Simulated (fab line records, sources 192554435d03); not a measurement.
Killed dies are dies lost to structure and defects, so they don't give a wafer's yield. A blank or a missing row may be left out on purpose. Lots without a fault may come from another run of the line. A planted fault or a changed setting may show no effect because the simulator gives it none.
fab line records | flow n5_finfet
record lots=7 wafers=21
route steps=1938 shown PASSIVATION@1921
start_h: hours from the record's first day to the start of the lot's first wafer shown | wait_h: hours since the lot's step before | " the same as in the row above | L1.1+2: a row that stands for several wafers | - no value, or no start given | * or withheld: withheld | < > ~ a bound
route shown NAME@n: a module of which the file shows steps, and the number in the route of the first | usual: mean/standard deviation of fault-free wafers | same: alike in all rows | chamber/n: place in a boat | sites: the reading at each site | _std_site: their standard deviation | _edge_site: outer sites' mean less inner sites' | radius_mm: how far each site lies from the wafer's centre | mask NAME#n: copy n | behind: the tool/chamber that last shaped the wafer | hold: why the lot was held/for how many hours/how that ended | device: the transistor (n, p or np) that didn't switch | end of line: the same wafers' tests at the end of the route | a step without rows: its recipe alone | killed: dies lost to structure and defects at the first sort, not the wafer's yield | map: a wafer's dies, x killed, . not, _ none there
set.NAME: the setting as run; set.NAME@STEP: as run at that earlier step | model.NAME: the simulator's own value behind a step, which no gauge read
lots whose settings were changed on purpose; a table a step, a row a wafer
## steps
# step N5_PASSIVATION_EXPOSE_41
# recipe mask_id=PASS_OPEN na=0.55 defocus_nm=0 source_shape=conventional sigma_outer=0.8 polarization=unpolarized target_cd_nm=40000 dose_mj=57.25
# columns lot.wafer tool chamber start_h wait_h mask set.dose_mj
L075.1+6 krf_scanner-01 0 273.40 - PASS_OPEN#0 55.67
L075.3 " 0 " " PASS_OPEN#0 57.25
L078.2+6 krf_scanner-02 0 291.99 - PASS_OPEN#0 54.98
L078.3 " 0 " " PASS_OPEN#0 57.25
L081.4+6 krf_scanner-01 0 300.28 - PASS_OPEN#0 57.25
L081.5 " 0 " " PASS_OPEN#0 61.1
L080.3+5+6 krf_scanner-01 0 311.64 - PASS_OPEN#0 57.25
L082.2+3 krf_scanner-01 0 312.28 - PASS_OPEN#0 57.25
L082.6 " 0 " " PASS_OPEN#0 55.24
L084.1+3+4 krf_scanner-01 0 325.59 - PASS_OPEN#0 57.25
L091.2 krf_scanner-01 0 365.62 - PASS_OPEN#0 57.25
L091.5+6 " 0 " " PASS_OPEN#0 54.2
# step N5_PASSIVATION_PEB_42
# recipe peb_temp_c=withheld peb_time_s=*
# step N5_PASSIVATION_DEVELOP_43
# recipe develop_time_s=60 rinse_liquid=diw dry=air_spin dev_temp_c=21
# step N5_PASSIVATION_SRD_72
# recipe dry=ipa_marangoni time_s=30 temp_c=23 rinse_liquid=diw
# step N5_PASSIVATION_ANNEAL_56
# recipe temp_c=400 time_s=1800 ambient=FGA idle_temp_c=300 ramp_up_c_per_min=5 ramp_down_c_per_min=3
# step N5_PASSIVATION_PROBE_49
# usual killed_at_M0_to_M3=34/11 killed_at_M4_up=13/5.2 killed_at_contacts=13/6.3 killed_at_front_end=40/14 killed_at_other=3.2/2.4 killed_dies=104/19 killed_open=69/14 killed_short=32/7.5
# same gross_dies=1180 killed_at_back_side=0
# columns lot.wafer tool chamber start_h wait_h set.time_s@PASSIVATION_PECVD_35 killed_at_M0_to_M3 killed_at_M4_up killed_at_contacts killed_at_front_end killed_at_other killed_dies killed_open killed_short
L075.1 prober-02 - 277.15 0.0 151.3 28 8 11 80 2 129 85 41
L075.3 prober-02 - 277.25 0.1 158.7 25 13 18 66 22 144 81 42
L075.6 prober-02 - 277.40 0.3 151.3 23 16 12 59 1 111 74 37
L078.2 prober-01 - 296.96 0.1 151.3 58 11 19 28 0 116 72 41
L078.3 prober-01 - 297.01 0.1 151.3 35 10 11 24 2 82 46 27
L078.6 prober-01 - 297.16 0.3 151.3 29 9 29 30 0 97 58 23
L081.4 prober-02 - 303.78 0.2 128.8 64 7 17 24 4 116 54 21
L081.5 prober-02 - 303.83 0.2 151.3 30 703 10 28 4 775 64 24
L081.6 prober-02 - 303.88 0.3 151.3 23 854 43 43 6 969 76 35
L080.3 prober-01 - 315.04 0.1 162.4 658 14 19 28 83 802 65 36
L080.5 prober-01 - 315.14 0.2 151.3 57 15 10 27 2 111 71 34
L080.6 prober-01 - 315.19 0.3 162.4 653 11 24 24 90 802 65 28
L082.2 prober-02 - 315.64 0.1 151.3 25 9 16 54 1 105 74 30
L082.3 prober-02 - 315.69 0.1 151.3 37 14 148 32 5 236 66 28
L082.6 prober-02 - 315.84 0.3 151.3 983 5 153 31 7 1179 66 23
L084.1 prober-02 - 328.90 0.0 151.3 30 12 18 60 4 124 82 40
L084.3 prober-02 - 329.00 0.1 151.3 40 7 11 27 2 87 58 28
L084.4 prober-02 - 329.05 0.2 151.3 34 11 15 29 5 94 58 35
L091.2 prober-01 - 369.41 0.1 140.7 50 7 18 53 1 129 86 42
L091.5 prober-01 - 369.56 0.2 140.7 740 17 18 36 8 819 74 32
L091.6 prober-01 - 369.61 0.3 140.7 775 15 16 32 5 843 61 40
# killed by level:class
L075.1 STI_FIN_REVEAL:geometric_particle:open=17 FIN_SAQP:geometric_particle:short=14 FIN_SAQP:geometric_particle:open=12 DUMMY_GATE:geometric_particle:open=11 BEOL_M3:geometric_particle:open=9 MOL_CONTACT_COAG:geometric_particle:open=9 GATE_CUT:geometric_particle:short=7 BEOL_M1:geometric_particle:open=7
L075.3 STI_FIN_REVEAL:geometric_particle:open=22 PASSIVATION:area_pecvd=13 MOL_CONTACT_COAG:geometric_particle:open=11 BEOL_M0_SAQP:geometric_particle:short=8 PASSIVATION:area_etch=8 FIN_SAQP:geometric_particle:open=7 STI_FIN_REVEAL:geometric_particle:short=7 MOL_CONTACT_COAG:geometric_particle:short=7
L075.6 STI_FIN_REVEAL:geometric_particle:open=17 MOL_CONTACT_COAG:geometric_particle:open=11 FIN_SAQP:geometric_particle:short=10 BEOL_M4:geometric_particle:open=10 GATE_CUT:geometric_particle:short=8 BEOL_M0_SAQP:geometric_particle:open=8 FIN_SAQP:geometric_particle:open=6 BEOL_M0_SAQP:geometric_particle:short=6
L078.2 BEOL_M3:geometric_particle:open=16 MOL_CONTACT_COAG:geometric_particle:open=12 BEOL_M0_SAQP:geometric_particle:short=11 STI_FIN_REVEAL:geometric_particle:open=7 BEOL_M1:geometric_particle:open=7 MOL_CONTACT_COAG:geometric_particle:short=6 BEOL_M3:geometric_particle:short=6 BEOL_M2:geometric_particle:open=6
L078.3 STI_FIN_REVEAL:geometric_particle:open=13 BEOL_M0_SAQP:geometric_particle:short=8 MOL_CONTACT_COAG:geometric_particle:open=6 MOL_CONTACT_COAG:geometric_particle:short=5 BEOL_M0:geometric_particle:open=5 M1:area_ald=5 STI_FIN_REVEAL:geometric_particle:short=4 BEOL_M0_SAQP:geometric_particle:open=4
L078.6 MOL_CONTACT_COAG:geometric_particle:open=16 BEOL_M3:geometric_particle:open=13 MOL_CONTACT_COAG:area_expose=10 STI_FIN_REVEAL:geometric_particle:open=9 BEOL_M0_SAQP:geometric_particle:short=6 FIN_SAQP:geometric_particle:short=4 GATE_CUT:geometric_particle:short=4 MOL_CONTACT_COAG:geometric_particle:short=3
L081.4 BEOL_M1:area_expose=36 MOL_CONTACT_COAG:geometric_particle:open=15 STI_FIN_REVEAL:geometric_particle:open=8 BEOL_M1:geometric_particle:open=6 BEOL_M2:geometric_particle:open=6 BEOL_M0_SAQP:geometric_particle:short=4 BEOL_M0_SAQP:geometric_particle:open=4 BEOL_M3:geometric_particle:open=4
L081.5 BEOL_M11:area_etch=687 BEOL_M4:geometric_particle:open=13 STI_FIN_REVEAL:geometric_particle:open=11 MOL_CONTACT_COAG:geometric_particle:open=9 BEOL_M0_SAQP:geometric_particle:open=9 FIN_SAQP:geometric_particle:open=6 FIN_SAQP:geometric_particle:short=4 BEOL_M2:geometric_particle:open=4
L081.6 BEOL_M11:area_etch=841 STI_FIN_REVEAL:geometric_particle:open=19 MOL_CONTACT_COAG:geometric_particle:open=19 MOL_CONTACT_COAG:area_expose=17 MOL_CONTACT_COAG:geometric_particle:short=7 STI_FIN_REVEAL:geometric_particle:short=6 BEOL_M0_SAQP:geometric_particle:short=5 SPACER0:geometric_particle:open=4
L080.3 BEOL_M1:area_expose=618 PASSIVATION:area_pecvd=78 MOL_CONTACT_COAG:geometric_particle:open=14 BEOL_M0_SAQP:geometric_particle:short=13 STI_FIN_REVEAL:geometric_particle:open=8 BEOL_M2:geometric_particle:open=7 BEOL_M0_SAQP:geometric_particle:open=6 BEOL_M3:geometric_particle:open=5
L080.5 BEOL_M2:geometric_particle:open=16 BEOL_M0_SAQP:geometric_particle:open=13 BEOL_M0_SAQP:geometric_particle:short=8 BEOL_M6:geometric_particle:open=7 STI_FIN_REVEAL:geometric_particle:open=6 MOL_CONTACT_COAG:geometric_particle:open=6 BEOL_M1:geometric_particle:open=5 BEOL_M2:geometric_particle:short=5
L080.6 BEOL_M1:area_expose=619 PASSIVATION:area_pecvd=85 MOL_CONTACT_COAG:geometric_particle:open=18 STI_FIN_REVEAL:geometric_particle:open=8 BEOL_M0_SAQP:geometric_particle:short=7 BEOL_M3:geometric_particle:open=7 STARTING-WAFER:geometric_particle:open=6 MOL_CONTACT_COAG:geometric_particle:short=6
L082.2 MOL_CONTACT_COAG:geometric_particle:open=14 FIN_SAQP:geometric_particle:open=13 FIN_SAQP:geometric_particle:short=10 STI_FIN_REVEAL:geometric_particle:open=6 BEOL_M0:geometric_particle:open=6 ILD0:geometric_particle:short=5 GATE_CUT:geometric_particle:short=5 BEOL_M3:geometric_particle:open=5
L082.3 MOL_CONTACT_COAG:area_expose=142 BEOL_M2:geometric_particle:open=12 BEOL_M4:geometric_particle:open=10 DUMMY_GATE:geometric_particle:open=5 GATE_CUT:geometric_particle:short=5 GATE_CUT:geometric_particle:open=5 MOL_CONTACT_COAG:geometric_particle:open=5 BEOL_M0_SAQP:geometric_particle:short=5
L082.6 BEOL_M1:area_expose=942 MOL_CONTACT_COAG:area_expose=147 BEOL_M1:geometric_particle:open=14 FIN_SAQP:geometric_particle:open=10 BEOL_M0_SAQP:geometric_particle:open=7 BEOL_M2:geometric_particle:open=6 FIN_SAQP:geometric_particle:short=5 DUMMY_GATE:geometric_particle:open=4
L084.1 FIN_SAQP:geometric_particle:open=23 BEOL_M2:geometric_particle:open=16 MOL_CONTACT_COAG:geometric_particle:open=13 FIN_SAQP:geometric_particle:short=11 MOL_CONTACT_COAG:geometric_particle:short=5 STI_FIN_REVEAL:geometric_particle:open=4 BEOL_M4:geometric_particle:open=4 DUMMY_GATE:geometric_particle:open=3
L084.3 BEOL_M2:geometric_particle:open=12 MOL_CONTACT_COAG:geometric_particle:open=8 BEOL_M0_SAQP:geometric_particle:open=7 GATE_CUT:geometric_particle:open=7 BEOL_M3:geometric_particle:open=6 BEOL_M0_SAQP:geometric_particle:short=5 FIN_SAQP:geometric_particle:open=4 FIN_SAQP:geometric_particle:short=4
L084.4 MOL_CONTACT_COAG:geometric_particle:open=9 BEOL_M2:geometric_particle:open=8 MOL_CONTACT_COAG:geometric_particle:short=6 BEOL_M0_SAQP:geometric_particle:open=6 FIN_SAQP:geometric_particle:open=5 FIN_SAQP:geometric_particle:short=5 DUMMY_GATE:geometric_particle:open=5 BEOL_M0_SAQP:geometric_particle:short=5
L091.2 MOL_CONTACT_COAG:geometric_particle:open=12 BEOL_M2:geometric_particle:open=12 FIN_SAQP:geometric_particle:open=9 BEOL_M0_SAQP:geometric_particle:open=9 FIN_SAQP:geometric_particle:short=8 STI_FIN_REVEAL:geometric_particle:open=8 DUMMY_GATE:geometric_particle:open=7 BEOL_M3:geometric_particle:open=7
L091.5 BEOL_M1:area_expose=708 MOL_CONTACT_COAG:geometric_particle:open=11 DUMMY_GATE:geometric_particle:open=8 FIN_SAQP:geometric_particle:open=7 BEOL_M4:geometric_particle:open=7 BEOL_M0_SAQP:geometric_particle:open=6 BEOL_M3:geometric_particle:open=5 FIN_SAQP:geometric_particle:short=4
L091.6 BEOL_M1:area_expose=737 MOL_CONTACT_COAG:geometric_particle:open=10 STI_FIN_REVEAL:geometric_particle:open=10 BEOL_M0_SAQP:geometric_particle:open=9 BEOL_M0_SAQP:geometric_particle:short=9 BEOL_M2:geometric_particle:short=8 MOL_CONTACT_COAG:geometric_particle:short=6 BEOL_M2:geometric_particle:open=6
## key
split step=N5_PASSIVATION_EXPOSE_41 setting=dose_mj stated=57.25 by=wafer
response none clear
split outside_this_file step=N5_PASSIVATION_PECVD_35 setting=time_s
# split outside_this_file: this setting was split too, and the file shows its column; the key of that split is in another file
